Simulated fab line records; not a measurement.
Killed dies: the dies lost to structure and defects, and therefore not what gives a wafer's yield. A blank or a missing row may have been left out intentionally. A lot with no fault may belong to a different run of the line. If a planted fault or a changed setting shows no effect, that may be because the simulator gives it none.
Problem report, 8D (eight disciplines) form, completed by code || flow nandHarc || the parts of the form that need people (team, actions taken, sign-off) are left out

== 1. THE ISSUE ==
Wafers without a fault read 200.1 nm, standard deviation 2.4; thkNm at NHARC_A_ONON_D2_THK_MEAS_34 reads a mean of 251.6 nm on 6 wafers belonging to 2 lots. That puts it +21 standard deviations away from the usual mean.
The step: measures by ellipsometry.
Earliest sighting: wafer L293.2 on filmMetro-01 at day 18 22:55. The record holds 33 wafers of 11 lots with a number at this step. By rule, "out" or "out of limits" means more than 4 standard deviations away from the usual mean. Any other wafer with a number is counted as sound.

== 2. WHAT IT IS; WHAT IT IS NOT ==
{"question": "which readings at this step", "is": "thkNm", "is not": "-"}
{"question": "which lots", "is": "L293, L298", "is not": "L281, L282, L283, L284, L287, L288, L300, L302, L303"}
{"question": "which wafers of those lots", "is": "all that have a number", "is not": "-"}
{"question": "read on which gauges", "is": "filmMetro-01", "is not": "filmMetro-02"}
{"question": "when", "is": "from day 18 22:55", "is not": "up to then (18 sound wafers); but 9 sound wafers of L300, L302, L303 came after"}

== 3. WHAT RULES OUT EACH SUSPECT ==
Counting: a tool stays on the suspect list if, at a process step up to the reading, it processed all lots that are out and no sound lot following the first of them.
- the gauge at NHARC_A_ONON_D2_THK_MEAS_34: ruled out. All the wafers that are out were read on filmMetro-01, but those of them that NHARC_A_ONON_D2_DEP_33 has rows for are out there too, on other tools.
- pecvd-03 at NHARC_A_ONON_D2_DEP_33 (deposits SiO2, target thk 200 nm): kept. It processed each lot that is out, first L293 at day 18 22:30, and no sound lot thereafter; up to then, the last sound lot it processed was L288 at day 15 21:07. Its own readings are out on those wafers: mfcPrecursorSccm.
The count leaves pecvd-03 at NHARC_A_ONON_D2_DEP_33.

== 4. THE CAUSE (what the simulator had put in) ==
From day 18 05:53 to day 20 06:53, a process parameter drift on pecvd-03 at NHARC_A_ONON_D2_DEP_33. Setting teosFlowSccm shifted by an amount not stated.
The count eliminated every tool but this one.

== 5. SEQUENCE OF EFFECTS, ordered by route ==
Rows list readings where the struck wafers' mean (over those with a number) sits beyond 3 standard deviations from the usual. Scope: only readings with a usual standard deviation given in the record; hours: median across lots of the time from each lot's start at the first step in this table that gives one to its start at this step; sigmas: change in usual standard deviations.
{"hours": 0, "step": "NHARC_A_ONON_D2_DEP_33", "reading": "mfcPrecursorSccm", "usual": "161.4 sccm", "on struck wafers": 203.4, "change": "+42.0", "sigmas": "+98"}
{"hours": 0, "step": "NHARC_A_ONON_D2_THK_MEAS_34", "reading": "thkNm", "usual": "200.1 nm", "on struck wafers": 251.6, "change": "+51.5", "sigmas": "+21"}
It contains these process steps:
- NHARC_A_ONON_D2_DEP_33: deposits SiO2, target thk 200 nm.

== 6. WHAT WOULD HAVE CAUGHT IT SOONER ==
17 hours passed between the start of the fault at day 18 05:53 and the first reading out of limits at a measuring or inspecting step in this record, taken at day 18 22:55.
Tool's own readings at NHARC_A_ONON_D2_DEP_33, mfcPrecursorSccm: out on all struck wafers the step has rows for; an alarm limit on them would have tripped on the first.
Lots out: 2; of these, L298 started NHARC_A_ONON_D2_DEP_33 on pecvd-03 after day 18 22:55. A hold on the tool at that time would have spared it.
